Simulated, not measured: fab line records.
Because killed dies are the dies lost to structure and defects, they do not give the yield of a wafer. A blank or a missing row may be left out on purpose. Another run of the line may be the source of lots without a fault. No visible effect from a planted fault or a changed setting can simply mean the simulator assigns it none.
Split-lot study    flow n5_finfet    21 wafers read from 7 lots, route of 1938 steps

ON THE SPLIT
At N5_BEOL_M0_SAQP_PECVD_03 (deposits SiCN from 3MS/NH3, target thk 12 nm, time 21.1 s), the setting time_s was moved away from the recipe's 21.1 s on 5 of the 21 wafers read, by -8.6% to +5.6%. For the rest of the wafers, this setting stayed at what the recipe calls for.

The split's own step is where the reading is taken.

THE READING
SiCN_of_BEOL_M0_SAQP_PECVD_03.thk_nm (the simulator's own value, which no gauge read), in nm, at N5_BEOL_M0_SAQP_PECVD_03 (deposits SiCN from 3MS/NH3, target thk 12 nm, time 21.1 s). The file gives no usual value for it. Average 12.1 nm, standard deviation 0.17 nm, over the 16 wafers here run with the recipe.

wafer   tool, chamber at the split  time_s as run, s  against the recipe  SiCN_of_BEOL_M0_SAQP_PECVD_03.thk_nm, nm  against lot-mates on the recipe
L077.3  pecvd-04, 2                 21.1              recipe              12                                        -
L077.5  pecvd-04, 2                 21.1              recipe              12                                        -
L077.6  pecvd-04, 1                 21.1              recipe              12.2                                      -
L079.4  pecvd-02, 2                 21.1              recipe              12.4                                      -
L079.5  pecvd-02, 1                 21.1              recipe              12.2                                      -
L079.6  pecvd-02, 0                 21.1              recipe              11.8                                      -
L080.4  pecvd-02, 0                 21.1              recipe              11.8                                      -
L080.5  pecvd-02, 2,1               21.1              recipe              12.2                                      -
L080.6  pecvd-02, 2,1               21.1              recipe              12.2                                      -
L084.2  pecvd-04, 0                 19.28             -8.6%               11.2                                      -1.0
L084.3  pecvd-04, 1                 19.28             -8.6%               11                                        -1.2
L084.6  pecvd-04, 0                 21.1              recipe              12.2                                      -
L085.2  pecvd-01, 0,2               21.1              recipe              12                                        -
L085.5  pecvd-01, 0,2               21.1              recipe              12                                        -
L085.3  pecvd-01, 2                 19.72             -6.5%               11.2                                      -0.8
L087.1  pecvd-01, 1,2               21.1              recipe              12                                        -
L087.3  pecvd-01, 1,2               21.1              recipe              12                                        -
L087.6  pecvd-01, 1                 21.1              recipe              12.2                                      -
L097.1  pecvd-02, 2                 21.1              recipe              12.4                                      -
L097.3  pecvd-02, 1                 22.28             +5.6%               12.8                                      +0.4
L097.5  pecvd-02, 1                 22.28             +5.6%               12.8                                      +0.4
Rows listing several chambers each stand for several wafers; the file does not say which wafer went through which chamber.

THE FIT
A straight line over all 21 wafers: SiCN_of_BEOL_M0_SAQP_PECVD_03.thk_nm changes by +0.122 nm for each +1% of time_s; r = +0.94; the points scatter about the line by 0.16 nm.
The same after taking each lot's own level away (the mean of its wafers on the recipe; 21 wafers): +0.111 nm for each +1%; r = +0.93; scatter 0.16 nm.
Per that fit: largest time_s move, reading shift of 0.96 nm.
The span of the lots' own levels, 12.00 to 12.40 nm, comes to 2.3 times the standard deviation stated above.
The two slopes agree, so the slope changes little with the lot-to-lot level.
Check: -0.993 nm against its lot-mates is what the line predicts for one of the wafers moved furthest among these (-8.6%) when that wafer is left out of the fit. It came out at -1 nm against them.

THE OTHER SPLITS THESE WAFERS WENT THROUGH
Before the reading, these wafers also passed through other splits. Each is held against what the fit with the lots' levels taken away leaves over:
other split on the same wafers     wafers away from the commonest value  r with SiCN_of_BEOL_M0_SAQP_PECVD_03.thk_nm (lot level and that fit taken away)
N5_SDB_STRIP_22 power_w            4                                     -0.01
N5_HKMG_FIN_PEB_10 peb_time_s      8                                     +0.06
N5_BEOL_M0_SAQP_ILD_DEP_01 time_s  6                                     +0.16

THE FILE'S OWN FIT
SiCN_of_BEOL_M0_SAQP_PECVD_03.thk_nm changes by +0.114 nm for each +1% of time_s, r = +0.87.
